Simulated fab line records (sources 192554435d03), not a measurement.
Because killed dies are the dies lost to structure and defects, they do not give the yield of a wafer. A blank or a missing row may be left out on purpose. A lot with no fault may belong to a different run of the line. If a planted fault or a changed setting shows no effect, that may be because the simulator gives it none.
What tool caused it? + flow n5_finfet + 72 wafers from 24 lots sampled at 6 of the route's 1938 steps

== WHAT EACH GAUGE READ, for each wafer ==
N5_BEOL_M12_INSPECT_12: inspects for defects (macro). Usual: raw_defect_count reads 2.2 (standard deviation 1.7).
| lot  | measured     | on                | raw_defect_count | flag |
|------|--------------|-------------------|------------------|------|
| L074 | day 11 19:19 | defect_inspect-01 | 2 1 3            |      |
| L075 | day 12 06:36 | defect_inspect-01 | 3 1 2            |      |
| L077 | day 12 13:58 | defect_inspect-01 | 1 2 2            |      |
| L076 | day 13 03:43 | defect_inspect-02 | 2 3 1            |      |
| L078 | day 13 05:43 | defect_inspect-01 | 0 1 1            |      |
| L079 | day 13 10:55 | defect_inspect-02 | 1 2 1            |      |
| L080 | day 13 11:52 | defect_inspect-01 | 2 0 6            |      |
| L081 | day 13 22:27 | defect_inspect-02 | 4 3 2            |      |
| L082 | day 14 08:37 | defect_inspect-02 | 1 1 1            |      |
| L083 | day 14 09:29 | defect_inspect-01 | 1 6 0            |      |
| L086 | day 14 14:01 | defect_inspect-02 | 5 2 3            |      |
| L084 | day 14 14:25 | defect_inspect-02 | 1 2 1            |      |
| L085 | day 15 03:28 | defect_inspect-02 | 1 2 1            |      |
| L087 | day 15 04:58 | defect_inspect-02 | 2 2 1            |      |
| L088 | day 15 12:01 | defect_inspect-02 | 0 2 4            |      |
| L089 | day 15 12:10 | defect_inspect-01 | 4 2 3            |      |
| L090 | day 15 19:18 | defect_inspect-01 | 0 2 3            |      |
| L092 | day 16 11:35 | defect_inspect-02 | 1 1 2            |      |
| L091 | day 16 14:17 | defect_inspect-01 | 4 1 2            |      |
| L093 | day 16 14:55 | defect_inspect-01 | 1 0 4            |      |
| L094 | day 16 18:25 | defect_inspect-01 | 0 5 2            |      |
| L095 | day 17 01:26 | defect_inspect-01 | 1 2 4            |      |
| L096 | day 17 22:01 | defect_inspect-01 | 2 1 1            |      |
| L097 | day 18 02:06 | defect_inspect-02 | 2 1 2            |      |

N5_BEOL_M12_THK_MEAS_50: measures by xrf. Usual: M12_THK 320 nm, standard deviation 5.4.
| lot  | measured     | on            | M12_THK (nm) | flag |
|------|--------------|---------------|--------------|------|
| L074 | day 11 23:47 | film_metro-02 | 323 325 325  |      |
| L075 | day 12 11:39 | film_metro-01 | 327 319 320  |      |
| L077 | day 12 18:29 | film_metro-02 | 324 327 319  |      |
| L076 | day 13 08:20 | film_metro-01 | 332 326 324  |      |
| L078 | day 13 09:11 | film_metro-02 | 317 320 321  |      |
| L079 | day 13 16:05 | film_metro-01 | 320 329 324  |      |
| L080 | day 13 18:19 | film_metro-02 | 316 319 317  |      |
| L081 | day 14 03:26 | film_metro-01 | 312 325 323  |      |
| L082 | day 14 13:45 | film_metro-01 | 318 317 314  |      |
| L083 | day 14 17:19 | film_metro-02 | 324 319 319  |      |
| L086 | day 14 18:07 | film_metro-01 | 318 320 322  |      |
| L084 | day 14 21:17 | film_metro-01 | 319 318 317  |      |
| L085 | day 15 09:04 | film_metro-02 | 326 319 325  |      |
| L087 | day 15 11:48 | film_metro-01 | 320 322 319  |      |
| L088 | day 15 18:06 | film_metro-02 | 322 317 327  |      |
| L089 | day 15 18:16 | film_metro-01 | 316 310 320  |      |
| L090 | day 16 05:59 | film_metro-01 | 325 326 315  |      |
| L092 | day 16 18:07 | film_metro-01 | 327 315 320  |      |
| L091 | day 16 18:16 | film_metro-01 | 306 314 304  |      |
| L093 | day 16 18:34 | film_metro-02 | 324 314 324  |      |
| L094 | day 16 21:32 | film_metro-01 | 326 318 326  |      |
| L095 | day 17 07:17 | film_metro-02 | 320 318 320  |      |
| L096 | day 18 01:35 | film_metro-01 | 313 317 315  |      |
| L097 | day 18 05:23 | film_metro-02 | 323 319 324  |      |

N5_BEOL_M12_INSPECT_55: inspects for defects (darkfield). Usual: raw_defect_count reads 65 (standard deviation 20).
| lot  | measured     | on                | raw_defect_count | flag |
|------|--------------|-------------------|------------------|------|
| L074 | day 11 23:56 | defect_inspect-02 | 62 84 93         |      |
| L075 | day 12 11:48 | defect_inspect-02 | 68 65 72         |      |
| L077 | day 12 18:38 | defect_inspect-01 | 52 81 88         |      |
| L076 | day 13 08:29 | defect_inspect-01 | 97 77 62         |      |
| L078 | day 13 09:20 | defect_inspect-01 | 100 108 83       |      |
| L079 | day 13 16:14 | defect_inspect-02 | 114 44 70        |      |
| L080 | day 13 18:28 | defect_inspect-02 | 48 51 74         |      |
| L081 | day 14 03:35 | defect_inspect-01 | 88 77 72         |      |
| L082 | day 14 13:54 | defect_inspect-02 | 97 50 64         |      |
| L083 | day 14 17:28 | defect_inspect-01 | 67 61 80         |      |
| L086 | day 14 18:16 | defect_inspect-01 | 60 53 34         |      |
| L084 | day 14 21:26 | defect_inspect-02 | 68 64 42         |      |
| L085 | day 15 09:13 | defect_inspect-02 | 92 53 67         |      |
| L087 | day 15 11:57 | defect_inspect-01 | 55 27 80         |      |
| L088 | day 15 18:15 | defect_inspect-01 | 60 55 63         |      |
| L089 | day 15 18:25 | defect_inspect-02 | 49 53 64         |      |
| L090 | day 16 06:08 | defect_inspect-02 | 61 99 90         |      |
| L092 | day 16 18:16 | defect_inspect-01 | 69 78 82         |      |
| L091 | day 16 18:26 | defect_inspect-01 | 45 37 44         |      |
| L093 | day 16 18:43 | defect_inspect-01 | 42 71 66         |      |
| L094 | day 16 21:41 | defect_inspect-01 | 35 36 62         |      |
| L095 | day 17 07:28 | defect_inspect-01 | 48 60 53         |      |
| L096 | day 18 01:55 | defect_inspect-02 | 29 49 40         |      |
| L097 | day 18 05:32 | defect_inspect-02 | 122 79 74        |      |

== EACH LOT AND THE TOOL THAT RAN IT (in order: tool; ch and the chambers of the sampled wafers; start) ==
| lot  | N5_BEOL_M11_ANNEAL_51            | N5_BEOL_M12_TRENCH_ETCH_34         | N5_BEOL_M12_ETCH_38                |
|------|----------------------------------|------------------------------------|------------------------------------|
| L074 | rtp_anneal-02 ch 0, day 11 18:05 | rie_diel-02 ch 1,2,3, day 11 20:49 | rie_diel-02 ch 1,3, day 11 22:07   |
| L075 | rtp_anneal-02 ch 0, day 12 05:16 | rie_diel-05 ch 0,2,3, day 12 07:55 | rie_diel-05 ch 0,1,3, day 12 09:59 |
| L077 | rtp_anneal-01 ch 0, day 12 12:36 | rie_diel-02 ch 0,2,3, day 12 15:16 | rie_diel-02 ch 0,2, day 12 17:00   |
| L076 | rtp_anneal-01 ch 0, day 13 02:26 | rie_diel-05 ch 1,2, day 13 05:01   | rie_diel-05 ch 0,1, day 13 05:18   |
| L078 | rtp_anneal-01 ch 0, day 13 04:30 | rie_diel-03 ch 0,2,3, day 13 07:02 | rie_diel-05 ch 0,3, day 13 07:21   |
| L079 | rtp_anneal-01 ch 0, day 13 09:38 | rie_diel-05 ch 0,1,2, day 13 12:13 | rie_diel-02 ch 0,2,3, day 13 14:29 |
| L080 | rtp_anneal-01 ch 0, day 13 10:40 | rie_diel-03 ch 0,2, day 13 13:17   | rie_diel-05 ch 0,3, day 13 14:50   |
| L081 | rtp_anneal-01 ch 0, day 13 21:13 | rie_diel-03 ch 1,2, day 14 00:04   | rie_diel-02 ch 0,1,2, day 14 01:25 |
| L082 | rtp_anneal-01 ch 0, day 14 07:13 | rie_diel-02 ch 1,2,3, day 14 10:02 | rie_diel-03 ch 1,2,3, day 14 12:00 |
| L083 | rtp_anneal-01 ch 0, day 14 08:13 | rie_diel-03 ch 0,2, day 14 10:55   | rie_diel-03 ch 1,3, day 14 14:10   |
| L086 | rtp_anneal-02 ch 0, day 14 12:43 | rie_diel-03 ch 0,2,3, day 14 16:25 | rie_diel-02 ch 0,1,2, day 14 16:42 |
| L084 | rtp_anneal-02 ch 0, day 14 13:02 | rie_diel-03 ch 0,2, day 14 17:29   | rie_diel-03 ch 0,1, day 14 19:40   |
| L085 | rtp_anneal-02 ch 0, day 15 02:12 | rie_diel-02 ch 1,2,3, day 15 05:38 | rie_diel-05 ch 1,2, day 15 05:58   |
| L087 | rtp_anneal-01 ch 0, day 15 03:43 | rie_diel-05 ch 1,2, day 15 06:50   | rie_diel-02 ch 1,2, day 15 09:41   |
| L088 | rtp_anneal-01 ch 0, day 15 10:40 | rie_diel-05 ch 1,2,3, day 15 13:22 | rie_diel-02 ch 0,1,3, day 15 16:11 |
| L089 | rtp_anneal-02 ch 0, day 15 10:41 | rie_diel-02 ch 0,1,2, day 15 13:38 | rie_diel-03 ch 0,1,2, day 15 16:31 |
| L090 | rtp_anneal-01 ch 0, day 15 17:54 | rie_diel-02 ch 0,2,3, day 15 20:55 | rie_diel-05 ch 0,1,2, day 16 04:08 |
| L092 | rtp_anneal-02 ch 0, day 16 10:02 | rie_diel-05 ch 0,2, day 16 13:05   | rie_diel-05 ch 0,2, day 16 16:27   |
| L091 | rtp_anneal-01 ch 0, day 16 13:02 | rie_diel-03 ch 0,1, day 16 15:47   | rie_diel-05 ch 0,2, day 16 16:36   |
| L093 | rtp_anneal-02 ch 0, day 16 13:41 | rie_diel-02 ch 0,2,3, day 16 16:27 | rie_diel-05 ch 0,2, day 16 16:45   |
| L094 | rtp_anneal-02 ch 0, day 16 17:11 | rie_diel-02 ch 1,2,3, day 16 19:57 | rie_diel-03 ch 0,1, day 16 20:14   |
| L095 | rtp_anneal-02 ch 0, day 17 00:12 | rie_diel-02 ch 1,2, day 17 03:00   | rie_diel-02 ch 1,2,3, day 17 04:25 |
| L096 | rtp_anneal-01 ch 0, day 17 20:37 | rie_diel-03 ch 0,3, day 17 23:54   | rie_diel-02 ch 0,1,3, day 18 00:11 |
| L097 | rtp_anneal-02 ch 0, day 18 00:40 | rie_diel-05 ch 1,2,3, day 18 03:25 | rie_diel-02 ch 0,1,2, day 18 03:41 |
- N5_BEOL_M11_ANNEAL_51: time 90 s.
- N5_BEOL_M12_TRENCH_ETCH_34: etches SiOC in C4F8/O2/Ar, target depth 318.95 nm, time 125.5 s.
- N5_BEOL_M12_ETCH_38: etches SiCN in CF4/N2, target depth 68.7 nm, time 73.4 s.

== WHAT THE TOOLS THEMSELVES READ (means of the sampled wafers that have a number; where no wafer has one, the mark that the record gives instead) ==
N5_BEOL_M11_ANNEAL_51. Usual: wafer_temp_C_max reads 226.0 (standard deviation 0.5).
| lot  | tool          | wafer_temp_C_max | flag |
|------|---------------|------------------|------|
| L074 | rtp_anneal-02 | 225.5            |      |
| L075 | rtp_anneal-02 | 225.5            |      |
| L077 | rtp_anneal-01 | 226.3            |      |
| L076 | rtp_anneal-01 | 226.6            |      |
| L078 | rtp_anneal-01 | 226.2            |      |
| L079 | rtp_anneal-01 | 226.4            |      |
| L080 | rtp_anneal-01 | 226.1            |      |
| L081 | rtp_anneal-01 | 226.7            |      |
| L082 | rtp_anneal-01 | 226.5            |      |
| L083 | rtp_anneal-01 | 226.7            |      |
| L086 | rtp_anneal-02 | 225.6            |      |
| L084 | rtp_anneal-02 | 225.5            |      |
| L085 | rtp_anneal-02 | 225.6            |      |
| L087 | rtp_anneal-01 | 226.4            |      |
| L088 | rtp_anneal-01 | 226.4            |      |
| L089 | rtp_anneal-02 | 225.2            |      |
| L090 | rtp_anneal-01 | 226.4            |      |
| L092 | rtp_anneal-02 | 225.5            |      |
| L091 | rtp_anneal-01 | 225.8            |      |
| L093 | rtp_anneal-02 | 225.2            |      |
| L094 | rtp_anneal-02 | 225.7            |      |
| L095 | rtp_anneal-02 | 225.7            |      |
| L096 | rtp_anneal-01 | 226.6            |      |
| L097 | rtp_anneal-02 | 225.5            |      |

N5_BEOL_M12_TRENCH_ETCH_34. Usual: C4F8_flow_sccm 15.00 sccm, standard deviation 0.048; O2_flow_sccm 7.994 sccm, standard deviation 0.025; drypump_motor_current_A 5.9 A, standard deviation 0.5; oes_product_au 0.79 a.u., standard deviation 0.072; rf_vpp_V 667.3 V, standard deviation 2.8; showerhead_plenum_p_Torr 3.48 Torr, standard deviation 0.098; throttle_valve_pct 24.18 %, standard deviation 0.24.
| lot  | tool        | C4F8_flow_sccm (sccm) | O2_flow_sccm (sccm) | drypump_motor_current_A (A) | oes_product_au (a.u.) | rf_vpp_V (V) | showerhead_plenum_p_Torr (Torr) | throttle_valve_pct (%) | flag |
|------|-------------|-----------------------|---------------------|-----------------------------|-----------------------|--------------|---------------------------------|------------------------|------|
| L074 | rie_diel-02 | 14.97                 | 7.987               | 5.6                         | 0.85                  | 667.4        | 3.51                            | 24.25                  |      |
| L075 | rie_diel-05 | 14.97                 | 7.986               | 6.0                         | 0.79                  | 668.9        | 3.51                            | 24.15                  |      |
| L077 | rie_diel-02 | 14.99                 | 8.004               | 6.0                         | 0.80                  | 669.4        | 3.58                            | 24.33                  |      |
| L076 | rie_diel-05 | 14.99                 | 7.997               | 5.2                         | 0.86                  | 664.8        | 3.37                            | 23.93                  |      |
| L078 | rie_diel-03 | 14.99                 | 7.983               | 6.1                         | 0.80                  | 667.1        | 3.48                            | 24.22                  |      |
| L079 | rie_diel-05 | 15.00                 | 8.001               | 5.5                         | 0.81                  | 667.0        | 3.45                            | 24.03                  |      |
| L080 | rie_diel-03 | 15.03                 | 7.990               | 6.0                         | 0.82                  | 669.6        | 3.55                            | 24.28                  |      |
| L081 | rie_diel-03 | 15.00                 | 8.027               | 6.1                         | 0.77                  | 669.9        | 3.56                            | 24.24                  |      |
| L082 | rie_diel-02 | 14.99                 | 7.994               | 5.6                         | 0.82                  | 667.6        | 3.50                            | 24.28                  |      |
| L083 | rie_diel-03 | 14.99                 | 8.008               | 6.0                         | 0.81                  | 669.5        | 3.54                            | 24.28                  |      |
| L086 | rie_diel-03 | 14.96                 | 8.000               | 6.1                         | 0.78                  | 667.5        | 3.47                            | 24.24                  |      |
| L084 | rie_diel-03 | 15.01                 | 8.005               | 6.2                         | 0.82                  | 667.7        | 3.50                            | 24.12                  |      |
| L085 | rie_diel-02 | 14.99                 | 8.000               | 5.6                         | 0.82                  | 667.6        | 3.49                            | 24.29                  |      |
| L087 | rie_diel-05 | 15.04                 | 7.992               | 5.2                         | 0.84                  | 664.4        | 3.37                            | 23.94                  |      |
| L088 | rie_diel-05 | 14.97                 | 7.955               | 5.7                         | 0.79                  | 665.2        | 3.43                            | 24.07                  |      |
| L089 | rie_diel-02 | 14.96                 | 8.021               | 5.8                         | 0.78                  | 667.6        | 3.48                            | 24.24                  |      |
| L090 | rie_diel-02 | 15.00                 | 7.999               | 6.0                         | 0.77                  | 669.4        | 3.56                            | 24.36                  |      |
| L092 | rie_diel-05 | 15.05                 | 7.984               | 5.8                         | 0.81                  | 668.4        | 3.49                            | 23.93                  |      |
| L091 | rie_diel-03 | 14.96                 | 7.990               | 6.6                         | 0.72                  | 666.1        | 3.48                            | 23.92                  |      |
| L093 | rie_diel-02 | 15.03                 | 7.986               | 6.0                         | 0.76                  | 668.7        | 3.56                            | 24.37                  |      |
| L094 | rie_diel-02 | 14.98                 | 8.004               | 5.6                         | 0.79                  | 666.7        | 3.49                            | 24.31                  |      |
| L095 | rie_diel-02 | 15.03                 | 7.988               | 5.7                         | 0.82                  | 668.3        | 3.50                            | 24.25                  |      |
| L096 | rie_diel-03 | 14.94                 | 8.009               | 6.3                         | 0.76                  | 665.2        | 3.41                            | 24.12                  |      |
| L097 | rie_diel-05 | 14.96                 | 7.998               | 5.7                         | 0.85                  | 665.4        | 3.42                            | 23.98                  |      |

N5_BEOL_M12_ETCH_38. Usual: cf4_flow_sccm 59.99 sccm, standard deviation 0.17; drypump_motor_current_A 5.8 A, standard deviation 0.49; oes_product_au 0.79 a.u., standard deviation 0.074; rf_vpp_V 383.4 V, standard deviation 1.9; showerhead_plenum_p_Torr 2.25 Torr, standard deviation 0.065; throttle_valve_pct 15.41 %, standard deviation 0.25.
| lot  | tool        | cf4_flow_sccm (sccm) | drypump_motor_current_A (A) | oes_product_au (a.u.) | rf_vpp_V (V) | showerhead_plenum_p_Torr (Torr) | throttle_valve_pct (%) | flag |
|------|-------------|----------------------|-----------------------------|-----------------------|--------------|---------------------------------|------------------------|------|
| L074 | rie_diel-02 | 60.01                | 5.3                         | 0.83                  | 381.7        | 2.20                            | 15.43                  |      |
| L075 | rie_diel-05 | 60.16                | 5.7                         | 0.75                  | 382.5        | 2.23                            | 15.53                  |      |
| L077 | rie_diel-02 | 60.19                | 6.1                         | 0.82                  | 385.4        | 2.32                            | 15.44                  |      |
| L076 | rie_diel-05 | 59.97                | 5.2                         | 0.78                  | 381.8        | 2.19                            | 15.39                  |      |
| L078 | rie_diel-05 | 60.13                | 5.9                         | 0.72                  | 384.5        | 2.28                            | 15.68                  |      |
| L079 | rie_diel-02 | 60.08                | 6.0                         | 0.78                  | 385.7        | 2.31                            | 15.53                  |      |
| L080 | rie_diel-05 | 60.00                | 6.2                         | 0.69                  | 383.9        | 2.27                            | 15.72                  |      |
| L081 | rie_diel-02 | 60.11                | 5.7                         | 0.79                  | 383.0        | 2.25                            | 15.45                  |      |
| L082 | rie_diel-03 | 60.08                | 6.2                         | 0.74                  | 383.2        | 2.26                            | 15.49                  |      |
| L083 | rie_diel-03 | 60.04                | 6.3                         | 0.71                  | 382.1        | 2.21                            | 15.50                  |      |
| L086 | rie_diel-02 | 59.98                | 5.7                         | 0.79                  | 383.6        | 2.25                            | 15.46                  |      |
| L084 | rie_diel-03 | 59.83                | 6.5                         | 0.78                  | 382.9        | 2.25                            | 15.23                  |      |
| L085 | rie_diel-05 | 60.03                | 5.6                         | 0.86                  | 382.4        | 2.21                            | 15.06                  |      |
| L087 | rie_diel-02 | 60.10                | 5.4                         | 0.82                  | 382.0        | 2.20                            | 15.40                  |      |
| L088 | rie_diel-02 | 59.98                | 5.6                         | 0.74                  | 382.4        | 2.24                            | 15.56                  |      |
| L089 | rie_diel-03 | 59.86                | 6.3                         | 0.77                  | 383.7        | 2.27                            | 15.39                  |      |
| L090 | rie_diel-05 | 59.89                | 5.5                         | 0.78                  | 383.5        | 2.22                            | 15.32                  |      |
| L092 | rie_diel-05 | 59.89                | 5.8                         | 0.75                  | 383.8        | 2.27                            | 15.46                  |      |
| L091 | rie_diel-05 | 60.00                | 5.9                         | 0.81                  | 384.0        | 2.25                            | 15.21                  |      |
| L093 | rie_diel-05 | 59.97                | 5.8                         | 0.76                  | 383.9        | 2.27                            | 15.45                  |      |
| L094 | rie_diel-03 | 59.98                | 6.6                         | 0.72                  | 383.4        | 2.25                            | 15.29                  |      |
| L095 | rie_diel-02 | 59.99                | 5.6                         | 0.79                  | 383.9        | 2.25                            | 15.52                  |      |
| L096 | rie_diel-02 | 59.80                | 5.7                         | 0.84                  | 382.4        | 2.23                            | 15.44                  |      |
| L097 | rie_diel-02 | 60.01                | 5.7                         | 0.85                  | 383.4        | 2.24                            | 15.35                  |      |

== THE ANSWER, worked out from the rows above alone ==
Rule: lot off if the mean of its wafers having a number is beyond 3 standard deviations from the usual mean. A lot without any number at a reading at which 4 lots or more have one is off too. Any other lot the step has rows for is counted as sound. After the gauges, taken in route order, come the tools' own readings; for these a lot's mean is taken, as printed above. The first step at which some lot is off is used, and at that step the reading that is off furthest; a lot without a number counts as furthest.
No lot is off at any reading shown: from this, nothing can be told.

== WHAT THE SIMULATOR PUT IN ==
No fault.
